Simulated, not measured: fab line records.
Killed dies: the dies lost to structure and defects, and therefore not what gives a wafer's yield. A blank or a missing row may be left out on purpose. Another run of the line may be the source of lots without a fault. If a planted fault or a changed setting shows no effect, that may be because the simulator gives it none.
fab line records :: flow nandHarc
record
  lots=5
  wafers=15
  lastDay=34
route steps=1302 shown A_BONDPAD@1207
lots untouched by any fault: they come from a run of this same line in which no faults occurred
startH: hours from the record's opening day to when the first of the lot's shown wafers began :: waitH: time in hours since the lot's previous step :: " as in the row above :: L1.1+2: several wafers, shown together as one row :: - either no value or no given start :: * or withheld: withheld :: < > ~ a bound
route shown NAME@n: names a module that has steps shown in the file, with the first one's number in the route :: usual: the fault-free wafers' mean and standard deviation :: same: alike in all rows :: chamber/n: place in a boat :: sites: per-site readings :: _std_site: how widely they spread, as a standard deviation :: _edge_site: mean of outer sites minus mean of inner sites :: radiusMm: how far each site lies from the wafer's centre :: mask NAME#n: copy n :: behind: the last tool/chamber to shape the wafer :: hold: cause of the lot's hold/its duration in hours/its outcome :: device: the transistor (n, p or np) that didn't switch :: end of line: the route-end tests of the same wafers :: step lacking rows: just its recipe :: killed: not the wafer's yield, but the dies lost to structure and defects at the first sort :: map: a wafer's dies, marking killed ones x, the rest . and places with no die _
set.NAME: the setting as run; set.NAME@STEP: as run at that earlier step :: model.NAME: the simulator's own value behind a step, which no gauge read
lots at some steps of the route; a table a step, a row a wafer
services: from which hour (startH, from the record's first day; less than 0 if before it) a tool's chamber was out of use, for how many hours, and why
## steps
# step NHARC_A_BONDPAD_HMDS_02
# recipe
  timeS=30
# step NHARC_A_BONDPAD_COAT_33
# recipe
  tempC=200
  timeS=65
# step NHARC_A_BONDPAD_COAT_03
# recipe
  spinRpm=2000
  resistThkNm=600
# step NHARC_A_BONDPAD_SOFTBAKE_04
# recipe
  tempC=125
  timeS=70
# step NHARC_A_BONDPAD_EBR_05
# step NHARC_A_BONDPAD_EXPOSE_06
# recipe
  na=0.55
  doseMj=36.99
  maskId=A_BPAD
# step NHARC_A_BONDPAD_PEB_07
# recipe
  pebTempC=128
  pebTimeS=80
# step NHARC_A_BONDPAD_DEVELOP_08
# recipe
  timeS=50
  devTempC=22
# step NHARC_A_BONDPAD_CD_MEAS_09
# recipe
  targetCdNm=500
  landingEnergyEv=500
# usual
  cdNm=501.1/2.5
lot.wafer: L798.4
tool: cdSem-01
chamber: 0
startH: 554.07
waitH: -
cdNm: 498.6

lot.wafer: L798.5
tool: cdSem-01
chamber: 0
startH: 554.07
waitH: -
cdNm: 502.0

lot.wafer: L798.6
tool: cdSem-01
chamber: 0
startH: 554.07
waitH: -
cdNm: 501.8

lot.wafer: L801.3
tool: cdSem-03
chamber: 0
startH: 575.72
waitH: -
cdNm: 502.4

lot.wafer: L801.5
tool: cdSem-03
chamber: 0
startH: 575.72
waitH: -
cdNm: 499.8

lot.wafer: L801.6
tool: cdSem-03
chamber: 0
startH: 575.72
waitH: -
cdNm: 499.7

lot.wafer: L812.3
tool: cdSem-02
chamber: 0
startH: 693.13
waitH: -
cdNm: 505.2

lot.wafer: L812.4
tool: cdSem-02
chamber: 0
startH: 693.13
waitH: -
cdNm: 502.2

lot.wafer: L812.5
tool: cdSem-02
chamber: 0
startH: 693.13
waitH: -
cdNm: 500.7

lot.wafer: L814.3
tool: cdSem-02
chamber: 0
startH: 715.91
waitH: -
cdNm: 497.3

lot.wafer: L814.5
tool: cdSem-02
chamber: 0
startH: 715.91
waitH: -
cdNm: 501.5

lot.wafer: L814.6
tool: cdSem-02
chamber: 0
startH: 715.91
waitH: -
cdNm: 502.9

lot.wafer: L819.1
tool: cdSem-03
chamber: 0
startH: 772.72
waitH: -
cdNm: 500.2

lot.wafer: L819.3
tool: cdSem-03
chamber: 0
startH: 772.72
waitH: -
cdNm: 495.0

lot.wafer: L819.5
tool: cdSem-03
chamber: 0
startH: 772.72
waitH: -
cdNm: 502.0
# step NHARC_A_BONDPAD_OVL_MEAS_35
# usual
  overlayXNm=0/7
  overlayYNm=1/5.8
lot.wafer: L798.4
tool: overlay-02
chamber: -
startH: 554.15
waitH: -
overlayXNm: 7
overlayYNm: -3

lot.wafer: L798.5
tool: overlay-02
chamber: -
startH: 554.15
waitH: -
overlayXNm: 7
overlayYNm: -2

lot.wafer: L798.6
tool: overlay-02
chamber: -
startH: 554.15
waitH: -
overlayXNm: 7
overlayYNm: -2

lot.wafer: L801.3
tool: overlay-01
chamber: -
startH: 575.81
waitH: -
overlayXNm: -5
overlayYNm: 1

lot.wafer: L801.5
tool: overlay-01
chamber: -
startH: 575.81
waitH: -
overlayXNm: -4
overlayYNm: 0

lot.wafer: L801.6
tool: overlay-01
chamber: -
startH: 575.81
waitH: -
overlayXNm: -5
overlayYNm: 1

lot.wafer: L812.3
tool: overlay-02
chamber: -
startH: 693.22
waitH: -
overlayXNm: -6
overlayYNm: -5

lot.wafer: L812.4
tool: overlay-02
chamber: -
startH: 693.22
waitH: -
overlayXNm: -6
overlayYNm: -5

lot.wafer: L812.5
tool: overlay-02
chamber: -
startH: 693.22
waitH: -
overlayXNm: -6
overlayYNm: -5

lot.wafer: L814.3
tool: overlay-02
chamber: -
startH: 716.00
waitH: -
overlayXNm: 7
overlayYNm: 5

lot.wafer: L814.5
tool: overlay-02
chamber: -
startH: 716.00
waitH: -
overlayXNm: 7
overlayYNm: 5

lot.wafer: L814.6
tool: overlay-02
chamber: -
startH: 716.00
waitH: -
overlayXNm: 7
overlayYNm: 5

lot.wafer: L819.1
tool: overlay-02
chamber: -
startH: 772.81
waitH: -
overlayXNm: -1
overlayYNm: 1

lot.wafer: L819.3
tool: overlay-02
chamber: -
startH: 772.81
waitH: -
overlayXNm: -1
overlayYNm: 2

lot.wafer: L819.5
tool: overlay-02
chamber: -
startH: 772.81
waitH: -
overlayXNm: -1
overlayYNm: 1
# step NHARC_A_BONDPAD_HARDBAKE_10
# recipe
  tempC=118
  timeS=65
# step NHARC_A_BONDPAD_DESCUM_11
# recipe
  timeS=3
  o2FlowSccm=200
  arFlowSccm=0
  biasPowerW=0
  chemistry=O2
# usual
  drypumpMotorCurrentA=5.7/0.48
  mfcArSccm=0.014/0.012
  oesProductAu=0.997/0.016
  rfVppV=57.8/0.87
  showerheadPlenumPTorr=1.92/0.08
  throttleValvePct=11.311/0.0087
lot.wafer: L798.4
tool: rieDiel-09
chamber: 0
startH: 554.30
waitH: -
drypumpMotorCurrentA: 6.0
mfcArSccm: 0
oesProductAu: 1.021
rfHoursCounterH: 22
rfVppV: 57.7
showerheadPlenumPTorr: 1.80
throttleValvePct: 11.324

lot.wafer: L798.6
tool: rieDiel-09
chamber: 1
startH: 554.30
waitH: -
drypumpMotorCurrentA: 6.2
mfcArSccm: 0
oesProductAu: 0.992
rfHoursCounterH: -
rfVppV: 59.1
showerheadPlenumPTorr: 2.01
throttleValvePct: 11.307

lot.wafer: L798.5
tool: rieDiel-09
chamber: 2
startH: 554.30
waitH: -
drypumpMotorCurrentA: 6.1
mfcArSccm: 0.020
oesProductAu: 0.989
rfHoursCounterH: -
rfVppV: 58.6
showerheadPlenumPTorr: 2.03
throttleValvePct: 11.298

lot.wafer: L801.3
tool: rieDiel-11
chamber: 0
startH: 575.95
waitH: -
drypumpMotorCurrentA: 5.4
mfcArSccm: 0.017
oesProductAu: 0.994
rfHoursCounterH: 4
rfVppV: 58.0
showerheadPlenumPTorr: 2.04
throttleValvePct: 11.316

lot.wafer: L801.5
tool: rieDiel-11
chamber: 2
startH: 575.95
waitH: -
drypumpMotorCurrentA: 6.5
mfcArSccm: 0.035
oesProductAu: 1.018
rfHoursCounterH: -
rfVppV: 56.8
showerheadPlenumPTorr: 1.91
throttleValvePct: 11.309

lot.wafer: L801.6
tool: rieDiel-11
chamber: 3
startH: 575.95
waitH: -
drypumpMotorCurrentA: 5.9
mfcArSccm: 0.015
oesProductAu: 1.025
rfHoursCounterH: -
rfVppV: 57.5
showerheadPlenumPTorr: 1.90
throttleValvePct: 11.309

lot.wafer: L812.3
tool: rieDiel-11
chamber: 1
startH: 693.34
waitH: -
drypumpMotorCurrentA: 5.1
mfcArSccm: 0
oesProductAu: 0.969
rfHoursCounterH: 2
rfVppV: 58.1
showerheadPlenumPTorr: 1.87
throttleValvePct: 11.315

lot.wafer: L812.4
tool: rieDiel-11
chamber: 1
startH: 693.34
waitH: -
drypumpMotorCurrentA: 5.2
mfcArSccm: 0
oesProductAu: 0.981
rfHoursCounterH: -
rfVppV: 57.1
showerheadPlenumPTorr: 1.87
throttleValvePct: 11.298

lot.wafer: L812.5
tool: rieDiel-11
chamber: 0
startH: 693.34
waitH: -
drypumpMotorCurrentA: 5.4
mfcArSccm: 0.017
oesProductAu: 0.991
rfHoursCounterH: -
rfVppV: 57.4
showerheadPlenumPTorr: 2.03
throttleValvePct: 11.318

lot.wafer: L814.3
tool: rieDiel-02
chamber: 2
startH: 716.14
waitH: -
drypumpMotorCurrentA: 5.8
mfcArSccm: 0
oesProductAu: 1.010
rfHoursCounterH: 27
rfVppV: 56.4
showerheadPlenumPTorr: 1.85
throttleValvePct: 11.309

lot.wafer: L814.6
tool: rieDiel-02
chamber: 0
startH: 716.14
waitH: -
drypumpMotorCurrentA: 5.2
mfcArSccm: 0.013
oesProductAu: 0.987
rfHoursCounterH: -
rfVppV: 57.1
showerheadPlenumPTorr: 1.88
throttleValvePct: 11.325

lot.wafer: L814.5
tool: rieDiel-02
chamber: 1
startH: 716.14
waitH: -
drypumpMotorCurrentA: 5.3
mfcArSccm: 0.027
oesProductAu: 0.989
rfHoursCounterH: -
rfVppV: 56.1
showerheadPlenumPTorr: 1.78
throttleValvePct: 11.314

lot.wafer: L819.1
tool: rieDiel-11
chamber: 3
startH: 772.95
waitH: -
drypumpMotorCurrentA: 5.9
mfcArSccm: 0.015
oesProductAu: 1.015
rfHoursCounterH: 4
rfVppV: 57.1
showerheadPlenumPTorr: 1.89
throttleValvePct: 11.302

lot.wafer: L819.3
tool: rieDiel-11
chamber: 0
startH: 772.95
waitH: -
drypumpMotorCurrentA: 5.4
mfcArSccm: 0.017
oesProductAu: 0.995
rfHoursCounterH: 4
rfVppV: 57.9
showerheadPlenumPTorr: 2.03
throttleValvePct: 11.327

lot.wafer: L819.5
tool: rieDiel-11
chamber: 1
startH: 772.95
waitH: -
drypumpMotorCurrentA: 5.1
mfcArSccm: 0
oesProductAu: 0.976
rfHoursCounterH: -
rfVppV: 56.9
showerheadPlenumPTorr: 1.87
throttleValvePct: 11.316
# step NHARC_A_BONDPAD_ETCH_34
# recipe
  targetDepthA=600
  overetchA=180
  timeS=65.91
  ionEnergyEv=200
  n2FlowSccm=150
  h2FlowSccm=150
  arFlowSccm=0
  rfW=400
  biasW=150
  chemistry=N2/H2
# usual
  drypumpMotorCurrentA=5.7/0.48
  mfcArSccm=0.014/0.012
  oesProductAu=0.995/0.016
  rfVppV=430.7/2.6
  runLengthS=87.2/0.47
  showerheadPlenumPTorr=2.05/0.087
  throttleValvePct=14.172/0.009
lot.wafer: L798.4
tool: rieDiel-09
chamber: 3
startH: 554.36
waitH: 0.1
drypumpMotorCurrentA: 5.8
mfcArSccm: 0.018
oesProductAu: 0.986
rfHoursCounterH: 20
rfVppV: 431.6
runLengthS: 88.1
showerheadPlenumPTorr: 2.04
throttleValvePct: 14.171

lot.wafer: L798.6
tool: rieDiel-09
chamber: 3
startH: 554.36
waitH: 0.1
drypumpMotorCurrentA: 5.8
mfcArSccm: 0.018
oesProductAu: 0.986
rfHoursCounterH: -
rfVppV: 430.5
runLengthS: 87.9
showerheadPlenumPTorr: 2.04
throttleValvePct: 14.169

lot.wafer: L798.5
tool: rieDiel-09
chamber: 0
startH: 554.36
waitH: 0.1
drypumpMotorCurrentA: 6.0
mfcArSccm: 0
oesProductAu: 1.002
rfHoursCounterH: -
rfVppV: 425.8
runLengthS: 86.7
showerheadPlenumPTorr: 1.92
throttleValvePct: 14.178

lot.wafer: L801.3
tool: rieDiel-11
chamber: 0
startH: 576.02
waitH: 0.1
drypumpMotorCurrentA: 5.4
mfcArSccm: 0.017
oesProductAu: 0.985
rfHoursCounterH: 4
rfVppV: 434.4
runLengthS: 88.2
showerheadPlenumPTorr: 2.17
throttleValvePct: 14.167

lot.wafer: L801.6
tool: rieDiel-11
chamber: 3
startH: 576.02
waitH: 0.1
drypumpMotorCurrentA: 5.9
mfcArSccm: 0.015
oesProductAu: 1.032
rfHoursCounterH: -
rfVppV: 429.0
runLengthS: 87.0
showerheadPlenumPTorr: 2.02
throttleValvePct: 14.164

lot.wafer: L801.5
tool: rieDiel-11
chamber: 0
startH: 576.02
waitH: 0.1
drypumpMotorCurrentA: 5.4
mfcArSccm: 0.017
oesProductAu: 0.995
rfHoursCounterH: -
rfVppV: 434.3
runLengthS: 87.4
showerheadPlenumPTorr: 2.17
throttleValvePct: 14.163

lot.wafer: L812.3
tool: rieDiel-11
chamber: 1
startH: 693.45
waitH: 0.1
drypumpMotorCurrentA: 5.1
mfcArSccm: 0
oesProductAu: 0.988
rfHoursCounterH: 2
rfVppV: 429.1
runLengthS: 86.6
showerheadPlenumPTorr: 2.00
throttleValvePct: 14.162

lot.wafer: L812.4
tool: rieDiel-11
chamber: 0
startH: 693.45
waitH: 0.1
drypumpMotorCurrentA: 5.4
mfcArSccm: 0.017
oesProductAu: 0.991
rfHoursCounterH: -
rfVppV: 432.8
runLengthS: 65.7
showerheadPlenumPTorr: 2.17
throttleValvePct: 14.177

lot.wafer: L812.5
tool: rieDiel-11
chamber: 3
startH: 693.45
waitH: 0.1
drypumpMotorCurrentA: 5.9
mfcArSccm: 0.015
oesProductAu: 1.018
rfHoursCounterH: -
rfVppV: 430.6
runLengthS: 87.4
showerheadPlenumPTorr: 2.02
throttleValvePct: 14.167

lot.wafer: L814.3
tool: rieDiel-02
chamber: 3
startH: 716.22
waitH: 0.1
drypumpMotorCurrentA: 6.1
mfcArSccm: 0
oesProductAu: 0.995
rfHoursCounterH: 24
rfVppV: 435.4
runLengthS: 86.8
showerheadPlenumPTorr: 2.20
throttleValvePct: 14.160

lot.wafer: L814.5
tool: rieDiel-02
chamber: 0
startH: 716.22
waitH: 0.1
drypumpMotorCurrentA: 5.2
mfcArSccm: 0.013
oesProductAu: 1.005
rfHoursCounterH: -
rfVppV: 430.5
runLengthS: 86.8
showerheadPlenumPTorr: 2.01
throttleValvePct: 14.174

lot.wafer: L814.6
tool: rieDiel-02
chamber: 1
startH: 716.22
waitH: 0.1
drypumpMotorCurrentA: 5.3
mfcArSccm: 0.027
oesProductAu: 0.991
rfHoursCounterH: -
rfVppV: 425.2
runLengthS: 87.3
showerheadPlenumPTorr: 1.89
throttleValvePct: 14.173

lot.wafer: L819.1
tool: rieDiel-11
chamber: 3
startH: 773.03
waitH: 0.1
drypumpMotorCurrentA: 5.9
mfcArSccm: 0.015
oesProductAu: 1.022
rfHoursCounterH: 4
rfVppV: 430.0
runLengthS: 87.5
showerheadPlenumPTorr: 2.02
throttleValvePct: 14.173

lot.wafer: L819.3
tool: rieDiel-11
chamber: 0
startH: 773.03
waitH: 0.1
drypumpMotorCurrentA: 5.4
mfcArSccm: 0.017
oesProductAu: 0.991
rfHoursCounterH: 4
rfVppV: 434.7
runLengthS: 88.2
showerheadPlenumPTorr: 2.17
throttleValvePct: 14.163

lot.wafer: L819.5
tool: rieDiel-11
chamber: 2
startH: 773.03
waitH: 0.1
drypumpMotorCurrentA: 6.6
mfcArSccm: 0.035
oesProductAu: 0.970
rfHoursCounterH: -
rfVppV: 430.6
runLengthS: 87.0
showerheadPlenumPTorr: 2.03
throttleValvePct: 14.172
# step NHARC_A_BONDPAD_ETCH_12
# recipe
  targetDepthA=2200
  timeS=110
  chf3FlowSccm=50
  o2FlowSccm=10
  arFlowSccm=200
  rfW=500
  biasW=200
  chemistry=CHF3/O2
# usual
  drypumpMotorCurrentA=5.7/0.49
  mfcArSccm=199.9/0.54
  oesProductAu=0.936/0.022
  rfVppV=370.9/2.1
  runLengthS=131.2/0.42
  showerheadPlenumPTorr=2.42/0.095
  throttleValvePct=20.572/0.0094
lot.wafer: L798.4
tool: rieDiel-09
chamber: 3
startH: -
waitH: -
drypumpMotorCurrentA: 5.8
mfcArSccm: 200.0
oesProductAu: 0.971
rfHoursCounterH: 20
rfVppV: 371.5
runLengthS: 131.8
showerheadPlenumPTorr: 2.40
throttleValvePct: 20.555

lot.wafer: L798.5
tool: rieDiel-09
chamber: 0
startH: -
waitH: -
drypumpMotorCurrentA: 6.0
mfcArSccm: 200.5
oesProductAu: 0.991
rfHoursCounterH: -
rfVppV: 368.4
runLengthS: 130.8
showerheadPlenumPTorr: 2.27
throttleValvePct: 20.565

lot.wafer: L798.6
tool: rieDiel-09
chamber: 1
startH: -
waitH: -
drypumpMotorCurrentA: 6.3
mfcArSccm: 199.3
oesProductAu: 0.956
rfHoursCounterH: -
rfVppV: 372.6
runLengthS: 131.4
showerheadPlenumPTorr: 2.52
throttleValvePct: 20.567

lot.wafer: L801.3
tool: rieDiel-11
chamber: 0
startH: -
waitH: -
drypumpMotorCurrentA: 5.4
mfcArSccm: 200.4
oesProductAu: 0.938
rfHoursCounterH: 4
rfVppV: 372.6
runLengthS: 131.5
showerheadPlenumPTorr: 2.55
throttleValvePct: 20.561

lot.wafer: L801.5
tool: rieDiel-11
chamber: 0
startH: -
waitH: -
drypumpMotorCurrentA: 5.4
mfcArSccm: 200.0
oesProductAu: 0.944
rfHoursCounterH: -
rfVppV: 374.0
runLengthS: 131.7
showerheadPlenumPTorr: 2.55
throttleValvePct: 20.586

lot.wafer: L801.6
tool: rieDiel-11
chamber: 1
startH: -
waitH: -
drypumpMotorCurrentA: 5.1
mfcArSccm: 200.2
oesProductAu: 0.942
rfHoursCounterH: -
rfVppV: 370.0
runLengthS: 130.8
showerheadPlenumPTorr: 2.36
throttleValvePct: 20.567

lot.wafer: L812.3
tool: rieDiel-11
chamber: 1
startH: -
waitH: -
drypumpMotorCurrentA: 5.1
mfcArSccm: 200.0
oesProductAu: 0.909
rfHoursCounterH: 2
rfVppV: 369.8
runLengthS: 130.5
showerheadPlenumPTorr: 2.36
throttleValvePct: 20.566

lot.wafer: L812.4
tool: rieDiel-11
chamber: 1
startH: -
waitH: -
drypumpMotorCurrentA: 5.1
mfcArSccm: 199.0
oesProductAu: 0.907
rfHoursCounterH: -
rfVppV: 369.8
runLengthS: 130.4
showerheadPlenumPTorr: 2.36
throttleValvePct: 20.552

lot.wafer: L812.5
tool: rieDiel-11
chamber: 3
startH: -
waitH: -
drypumpMotorCurrentA: 5.9
mfcArSccm: 200.8
oesProductAu: 0.936
rfHoursCounterH: -
rfVppV: 368.9
runLengthS: 131.6
showerheadPlenumPTorr: 2.38
throttleValvePct: 20.568

lot.wafer: L814.3
tool: rieDiel-02
chamber: 2
startH: -
waitH: -
drypumpMotorCurrentA: 5.8
mfcArSccm: 199.6
oesProductAu: 0.934
rfHoursCounterH: 27
rfVppV: 369.1
runLengthS: 131.4
showerheadPlenumPTorr: 2.32
throttleValvePct: 20.572

lot.wafer: L814.6
tool: rieDiel-02
chamber: 3
startH: -
waitH: -
drypumpMotorCurrentA: 6.1
mfcArSccm: 198.6
oesProductAu: 0.919
rfHoursCounterH: -
rfVppV: 373.9
runLengthS: 131.4
showerheadPlenumPTorr: 2.58
throttleValvePct: 20.564

lot.wafer: L814.5
tool: rieDiel-02
chamber: 0
startH: -
waitH: -
drypumpMotorCurrentA: 5.2
mfcArSccm: 199.7
oesProductAu: 0.913
rfHoursCounterH: -
rfVppV: 369.6
runLengthS: 131.1
showerheadPlenumPTorr: 2.37
throttleValvePct: 20.572

lot.wafer: L819.3
tool: rieDiel-11
chamber: 1
startH: -
waitH: -
drypumpMotorCurrentA: 5.1
mfcArSccm: 199.9
oesProductAu: 0.942
rfHoursCounterH: 3
rfVppV: 370.0
runLengthS: 130.4
showerheadPlenumPTorr: 2.35
throttleValvePct: 20.565

lot.wafer: L819.1
tool: rieDiel-11
chamber: 3
startH: -
waitH: -
drypumpMotorCurrentA: 5.9
mfcArSccm: 199.5
oesProductAu: 0.995
rfHoursCounterH: 4
rfVppV: 369.9
runLengthS: 131.1
showerheadPlenumPTorr: 2.38
throttleValvePct: 20.561

lot.wafer: L819.5
tool: rieDiel-11
chamber: 1
startH: -
waitH: -
drypumpMotorCurrentA: 5.1
mfcArSccm: 199.9
oesProductAu: 0.937
rfHoursCounterH: -
rfVppV: 368.6
runLengthS: 130.5
showerheadPlenumPTorr: 2.35
throttleValvePct: 20.573
## services
tool: rieDiel-11
chamber: 0
startH: 539.50
hours: -
kind: clean

tool: rieDiel-11
chamber: 1
startH: 539.50
hours: -
kind: clean

tool: rieDiel-11
chamber: 2
startH: 539.50
hours: -
kind: clean

tool: rieDiel-11
chamber: 3
startH: 539.50
hours: -
kind: clean

tool: rieDiel-09
chamber: 3
startH: 542.58
hours: 2.1
kind: repair

tool: rieDiel-11
chamber: 0
startH: 564.00
hours: -
kind: clean

tool: rieDiel-11
chamber: 1
startH: 564.00
hours: -
kind: clean

tool: rieDiel-11
chamber: 2
startH: 564.00
hours: -
kind: clean

tool: rieDiel-11
chamber: 3
startH: 564.00
hours: -
kind: clean

tool: rieDiel-02
chamber: -
startH: 571.37
hours: 9.0
kind: pm

tool: rieDiel-11
chamber: 0
startH: 588.50
hours: -
kind: clean

tool: rieDiel-11
chamber: 1
startH: 588.50
hours: -
kind: clean

tool: rieDiel-11
chamber: 2
startH: 588.50
hours: -
kind: clean

tool: rieDiel-11
chamber: 3
startH: 588.50
hours: -
kind: clean

tool: rieDiel-11
chamber: -
startH: 609.50
hours: 9.0
kind: pm

tool: rieDiel-02
chamber: 0
startH: 649.90
hours: 1.2
kind: repair

tool: rieDiel-09
chamber: -
startH: 674.58
hours: 9.0
kind: pm

tool: rieDiel-11
chamber: 2
startH: 692.90
hours: 7.0
kind: repair

tool: rieDiel-09
chamber: 1
startH: 695.15
hours: 10.3
kind: repair

tool: rieDiel-09
chamber: 1
startH: 709.40
hours: 5.7
kind: repair

tool: rieDiel-11
chamber: 2
startH: 724.11
hours: 15.7
kind: repair

tool: rieDiel-02
chamber: -
startH: 748.39
hours: 9.0
kind: pm

tool: rieDiel-11
chamber: 2
startH: 756.78
hours: 4.6
kind: repair

tool: rieDiel-02
chamber: 3
startH: 760.59
hours: 2.8
kind: repair
## key
firstSign
  step=NHARC_A_BONDPAD_ETCH_34
  reading=runLengthS
  direction=down
  sigmas=45
  usual=*
  struck=*
effect none on later readings
metAt NHARC_A_BONDPAD_ETCH_34
struckWafers L812.4
laterRowsLeftOut L812.4
sortLeftOut L812.4
onsetBetween 576.02 693.45
fault
  kind=processParameterDrift
  tool=rieDiel-11
  chamber=0
  onsetH=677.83
  steps=NHARC_A_BONDPAD_ETCH_34
  channel=timeS
  offset=*
  shape=step
  endH=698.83
  actsIn=*
  stated=*
# sortLeftOut: the simulated sort isn't trusted on such a fault, so these wafers' sort isn't shown, and their yield isn't known
# laterRowsLeftOut: the simulator's readings of these wafers behind a module that went badly wrong aren't trusted and aren't shown, but for the sort
